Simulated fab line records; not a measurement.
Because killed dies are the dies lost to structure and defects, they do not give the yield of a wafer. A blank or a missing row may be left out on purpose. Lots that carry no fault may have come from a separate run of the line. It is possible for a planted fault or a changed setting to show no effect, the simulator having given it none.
Split-lot study :: flow n5-finfet :: 21 wafers read from 7 lots, route of 1938 steps

== ABOUT THE SPLIT ==
At N5_HKMG_FIN_ETCH_54 (etches SiARC in CF4, target depth 45.5 nm, time 75.8 s), the setting source-w was moved away from the recipe's 545 W on 8 of the 21 wafers read, by -16.6% to +5.7%. All remaining wafers had this setting at the recipe value.

The split's own step is where the reading is taken.

== THE READING ==
rf-vpp-V, in V, at N5_HKMG_FIN_ETCH_54 (etches SiARC in CF4, target depth 45.5 nm, time 75.8 s). Typical for fault-free wafers on this fab line: 183.5 V, with standard deviation 1 V.

wafer: L076.1
tool, chamber at the split: rie-diel-04, 1
source-w as run, W: 545
against the recipe: recipe
rf-vpp-V, V: 183.5
against lot-mates on the recipe: -

wafer: L076.3
tool, chamber at the split: rie-diel-04, 0
source-w as run, W: 454.9
against the recipe: -16.5%
rf-vpp-V, V: 193.7
against lot-mates on the recipe: +10.2

wafer: L076.6
tool, chamber at the split: rie-diel-04, 1
source-w as run, W: 454.9
against the recipe: -16.5%
rf-vpp-V, V: 194.8
against lot-mates on the recipe: +11.3

wafer: L079.2
tool, chamber at the split: rie-diel-06, 0
source-w as run, W: 545
against the recipe: recipe
rf-vpp-V, V: 181.3
against lot-mates on the recipe: -

wafer: L079.3
tool, chamber at the split: rie-diel-06, 2
source-w as run, W: 545
against the recipe: recipe
rf-vpp-V, V: 183.3
against lot-mates on the recipe: -

wafer: L079.5
tool, chamber at the split: rie-diel-06, 2
source-w as run, W: 475.3
against the recipe: -12.8%
rf-vpp-V, V: 191.9
against lot-mates on the recipe: +9.6

wafer: L080.2
tool, chamber at the split: rie-diel-06, 3
source-w as run, W: 545
against the recipe: recipe
rf-vpp-V, V: 185.5
against lot-mates on the recipe: -

wafer: L080.4
tool, chamber at the split: rie-diel-06, 0
source-w as run, W: 545
against the recipe: recipe
rf-vpp-V, V: 184.2
against lot-mates on the recipe: -

wafer: L080.6
tool, chamber at the split: rie-diel-06, 1
source-w as run, W: 482.3
against the recipe: -11.5%
rf-vpp-V, V: 190.4
against lot-mates on the recipe: +5.6

wafer: L084.3
tool, chamber at the split: rie-diel-04, 1
source-w as run, W: 454.7
against the recipe: -16.6%
rf-vpp-V, V: 193.7
against lot-mates on the recipe: +11.1

wafer: L084.4
tool, chamber at the split: rie-diel-04, 2
source-w as run, W: 545
against the recipe: recipe
rf-vpp-V, V: 182.6
against lot-mates on the recipe: -

wafer: L084.6
tool, chamber at the split: rie-diel-04, 2
source-w as run, W: 454.7
against the recipe: -16.6%
rf-vpp-V, V: 196.6
against lot-mates on the recipe: +14.0

wafer: L088.2
tool, chamber at the split: rie-diel-04, 1
source-w as run, W: 545
against the recipe: recipe
rf-vpp-V, V: 182.8
against lot-mates on the recipe: -

wafer: L088.4
tool, chamber at the split: rie-diel-04, 3
source-w as run, W: 462.6
against the recipe: -15.1%
rf-vpp-V, V: 193.6
against lot-mates on the recipe: +10.6

wafer: L088.6
tool, chamber at the split: rie-diel-04, 1
source-w as run, W: 545
against the recipe: recipe
rf-vpp-V, V: 183.2
against lot-mates on the recipe: -

wafer: L094.1
tool, chamber at the split: rie-diel-03, 1
source-w as run, W: 545
against the recipe: recipe
rf-vpp-V, V: 183.3
against lot-mates on the recipe: -

wafer: L094.3
tool, chamber at the split: rie-diel-03, 3
source-w as run, W: 545
against the recipe: recipe
rf-vpp-V, V: 186.2
against lot-mates on the recipe: -

wafer: L094.5
tool, chamber at the split: rie-diel-03, 1
source-w as run, W: 575.9
against the recipe: +5.7%
rf-vpp-V, V: 178.9
against lot-mates on the recipe: -5.8

wafer: L097.1
tool, chamber at the split: rie-diel-04, 1
source-w as run, W: 545
against the recipe: recipe
rf-vpp-V, V: 184.2
against lot-mates on the recipe: -

wafer: L097.2
tool, chamber at the split: rie-diel-04, 3
source-w as run, W: 545
against the recipe: recipe
rf-vpp-V, V: 182.9
against lot-mates on the recipe: -

wafer: L097.6
tool, chamber at the split: rie-diel-04, 3
source-w as run, W: 545
against the recipe: recipe
rf-vpp-V, V: 183.2
against lot-mates on the recipe: -

FIT RESULTS
A straight line over all 21 wafers: rf-vpp-V changes by -0.673 V for each +1% of source-w; r = -0.98; the points scatter about the line by 1.2 V.
The same after taking each lot's own level away (the mean of its wafers on the recipe; 21 wafers): -0.71 V for each +1%; r = -0.98; scatter 1.2 V.
According to that fit, moving source-w by its largest amount changes the reading by 12 V.
Measured against the standard deviation above, the lots' own levels, which go from 182.30 to 184.85 V, span 2.5 times it.
The two slopes are in agreement: the lot-to-lot level therefore moves the slope only a little.
Check: with one of the wafers moved furthest among these (-16.6%) left out of the fit, the line predicts +11.6 V for it against its lot-mates. It came out at +11.1 V against them.
Tool readings at the split's step, against how far the setting was moved: etch-rf-on-time-s r = -0.94; rf-vpp-V r = -0.98.

== THESE WAFERS: OTHER SPLITS ==
Other splits were also applied to these wafers ahead of the reading. Each is held against what the fit with the lots' levels taken away leaves over:
other split on the same wafers: N5_WELL_APT_EXPOSE_05 dose-mj
wafers away from the commonest value: 6
r with rf-vpp-V (lot level and that fit taken away): +0.05

other split on the same wafers: N5_WELL_APT_DEVELOP_07 develop-time-s
wafers away from the commonest value: 6
r with rf-vpp-V (lot level and that fit taken away): -0.17

other split on the same wafers: N5_PMOS_HMC_CHANNEL_EPI_PEB_07 peb-temp-c
wafers away from the commonest value: 4
r with rf-vpp-V (lot level and that fit taken away): +0.21

other split on the same wafers: N5_DUMMY_GATE_PECVD_30 time-s
wafers away from the commonest value: 7
r with rf-vpp-V (lot level and that fit taken away): +0.18

other split on the same wafers: N5_DUMMY_GATE_COAT_28 spin-rpm
wafers away from the commonest value: 6
r with rf-vpp-V (lot level and that fit taken away): -0.13

other split on the same wafers: N5_SD_EPI_N_ETCH_45 target-depth-a
wafers away from the commonest value: 10
r with rf-vpp-V (lot level and that fit taken away): +0.23

other split on the same wafers: N5_SD_EPI_N_ETCH_16 target-depth-a
wafers away from the commonest value: 7
r with rf-vpp-V (lot level and that fit taken away): +0.18

== THE WHOLE CHAIN: every reading that the file lists as answering this split, in the file's order ==
step: N5_HKMG_FIN_ETCH_54
what it does: etches SiARC in CF4, target depth 45.5 nm, time 75.8 s
reading: etch-rf-on-time-s
change (the file's fit): withheld for each +1% of the setting
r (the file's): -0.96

step: N5_HKMG_FIN_ETCH_54
what it does: etches SiARC in CF4, target depth 45.5 nm, time 75.8 s
reading: rf-vpp-V
change (the file's fit): -0.693 V for each +1% of the setting
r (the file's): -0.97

== FILE'S OWN FIT ==
rf-vpp-V changes by -0.693 V for each +1% of source-w, r = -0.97.
